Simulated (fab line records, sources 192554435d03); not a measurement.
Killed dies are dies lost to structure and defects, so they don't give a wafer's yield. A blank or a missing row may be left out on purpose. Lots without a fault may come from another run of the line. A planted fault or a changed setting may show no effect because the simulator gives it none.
A struck lot beside a sound one | flow n5_finfet | 39 steps out of a route of 1938
Sound: wafers L650.2, L650.4, L650.5. Struck: wafers L634.2, L634.3, L634.4. The cause comes at the end.
At each step with rows: each side's tool, then ch and its chambers, then its first start. Under that, the readings that differ: sound wafers | struck wafers | difference of the means | sigmas: that difference in standard deviations of wafers without a fault.
alike: readings whose means differ by less than 2 such deviations, and words and numbers that are the same on both sides. not compared: withheld readings, readings that some wafer has no value for, bounds like >300 that may hide the same value, and numbers for which the record gives no deviation and whose values overlap.
The two part at a step that has a row with sigmas, a row that says differs or no value, or rows on one side only. Numbers that don't overlap but have no deviation are shown without sigmas and don't part them. A reading that every wafer of one side lacks parts them only if that side has two wafers or more.

first, 9 steps without rows for these wafers: N5_BEOL_M4_ANNEAL_95 (time 240 s); N5_BEOL_M4_SPUTTER_96 (material Cu, target thk 4.5 nm, time 8.29 s); N5_BEOL_M4_ECD_50 (material Cu, target thk 300 nm); N5_BEOL_M4_ANNEAL_51 (time 90 s); N5_BEOL_M4_CMP_52 (polishes, stops on SiOC, t overpolish 6.8 s, target thk 40 nm); N5_BEOL_M4_PRE_CLEAN_60 (time 15 s); N5_BEOL_M4_CO_CAP_55 (material Co, precursor CCTBA/H2, target thk 2 nm, time 102.1 s); N5_BEOL_M4_PRE_CLEAN_56 (time 15 s); N5_BEOL_M4_DEP_57 (deposits SiCN from 3MS/NH3, target thk 8 nm, time 14 s).
N5_BEOL_M4_RC_MEAS_101:
  sound on prober-02 ch 0, day 13 19:13; struck on prober-02 ch 0, day 9 13:01
  reading       | sound          | struck         | difference | sigmas
  SS_N (mV/dec) | 72.3 70.9 73.2 | 70.3 70.6 70.7 | -1.6       | -2
  VT_N (mV)     | 244 249 246    | 255 253 252    | +7         | +2
  alike: DIBL_N, DIBL_P, IOFF_N, IOFF_P, ION_N, ION_P, SS_P, VT_P
then, 20 steps without rows for these wafers: N5_BEOL_M5_ILD_DEP_00 (deposits SiCOH lowk from DEMS/porogen, target thk 140.64 nm, time 25.9 s); N5_BEOL_M5_CURE_79 (cures SiCOH lowk, time 240 s); N5_BEOL_M5_PECVD_70 (deposits SiO2 from TEOS/O2, target thk 16 nm, time 18 s); N5_BEOL_M5_HM_DEP_02 (deposits TiN, target thk 20 nm); N5_BEOL_M5_COAT_59 (time 60 s, resist thk 60 nm); N5_BEOL_M5_COAT_60 (time 60 s, resist thk 12 nm); N5_BEOL_M5_COAT_71 (time 60 s, resist thk 5 nm); N5_BEOL_M5_COAT_05 (resist thk 30 nm); N5_BEOL_M5_EBR_07; N5_BEOL_M5_SOFTBAKE_06 (time 60 s); N5_BEOL_M5_EXPOSE_08 (exposes mask M5, target cd 28 nm); N5_BEOL_M5_PEB_09 (peb time 60 s); N5_BEOL_M5_DEVELOP_10 (develop time 30 s); N5_BEOL_M5_DESCUM_16 (chemistry O2, time 7 s); N5_BEOL_M5_ETCH_72 (etches underlayer in N2/H2, target depth 6.5 nm, time 5.2 s); N5_BEOL_M5_ETCH_61 (etches SiARC in CF4, target depth 15.6 nm, time 26 s); N5_BEOL_M5_ETCH_62 (etches SOC in N2/H2, target depth 75 nm, overetch 15 nm, time 112.5 s); N5_BEOL_M5_STRIP_63 (strips in N2/H2); N5_BEOL_M5_STRIP_73 (strips in N2/H2); N5_BEOL_M5_STRIP_64 (strips in CF4).
N5_BEOL_M5_HM_OPEN_17: chemistry Cl2/BCl3, target TiN, target depth 20 nm, overetch 6 nm.
  sound on rie_metal-03 ch 0, day 13 23:16; struck on rie_metal-03 ch 0,1, day 9 15:51
  reading                                  | sound             | struck            | difference | sigmas
  model.etch.depth_nm (nm)                 | 19.81 20.06 19.97 | 16.12 16.15 16.22 | -3.78      |
  model.SOC_of_BEOL_M5_COAT_59.thk_nm (nm) | 52.2 52.4 52.2    | 55.2 55 55.2      | +2.9       |
  model.BEOL_M5.cd_nm (nm)                 | 28.2 29 28.6      | 27.4 27 27.4      | -1.3       |
  alike: drypump_motor_current_A, oes_product_au, throttle_valve_pct
  not compared: rf_hours_counter_h
then, 3 steps without rows for these wafers: N5_BEOL_M5_STRIP_19 (strips in O2); N5_BEOL_M5_COAT_65 (time 60 s, resist thk 60 nm); N5_BEOL_M5_COAT_66 (time 60 s, resist thk 12 nm).
N5_BEOL_M5_VIA_ETCH_34: etches SiCOH lowk in C4F6/O2, target depth 88.3 nm, time 39.2 s.
  sound on rie_diel-01 ch 0,1,3, day 14 01:38; struck on rie_diel-03 ch 0,2,3, day 9 18:01
  reading               | sound          | struck         | difference | sigmas
  oes_product_au (a.u.) | 0.68 0.70 0.98 | 0.30 0.40 0.30 | -0.45      | -5
  alike: drypump_motor_current_A, rf_vpp_V, showerhead_plenum_p_Torr, throttle_valve_pct
  not compared: rf_hours_counter_h
N5_BEOL_M5_OCD_MEAS_38:
  sound on ocd-02, day 14 01:53; struck on ocd-01, day 9 18:16
  reading              | sound          | struck      | difference | sigmas
  trench_depth_nm (nm) | 66.7 71.7 75.2 | 5.7 2.9 3.5 | -67.2      | -35
N5_BEOL_M5_CD_MEAS_35: target cd 28 nm, target cd y 24 nm.
  sound on cd_sem-03, day 14 02:02; struck on cd_sem-03, day 9 18:25
  reading    | sound          | struck | difference                    | sigmas
  cd_nm (nm) | 28.1 29.2 28.9 | - - -  | no value on the struck wafers |
N5_BEOL_M5_THK_MEAS_53: measures by xrf.
  sound on film_metro-01, day 14 10:34; struck on film_metro-01, day 10 01:19
  reading     | sound          | struck | difference                    | sigmas
  M5_THK (nm) | 56.7 61.3 65.3 | - - -  | no value on the struck wafers |
-- the record jumps here: 4 days lie between the struck wafers' starts before and after (it left off in module BEOL_M5 and takes up again in module PASSIVATION, whose first step shown is number 1936 of the route) --
N5_PASSIVATION_PROBE_49:
  the record has rows for the struck wafers here (prober-02, day 13 23:53) and none for the sound ones

WHERE THEY PART
First at N5_BEOL_M4_RC_MEAS_101; last, within this record, at N5_PASSIVATION_PROBE_49.

WHY: what the simulator had put in
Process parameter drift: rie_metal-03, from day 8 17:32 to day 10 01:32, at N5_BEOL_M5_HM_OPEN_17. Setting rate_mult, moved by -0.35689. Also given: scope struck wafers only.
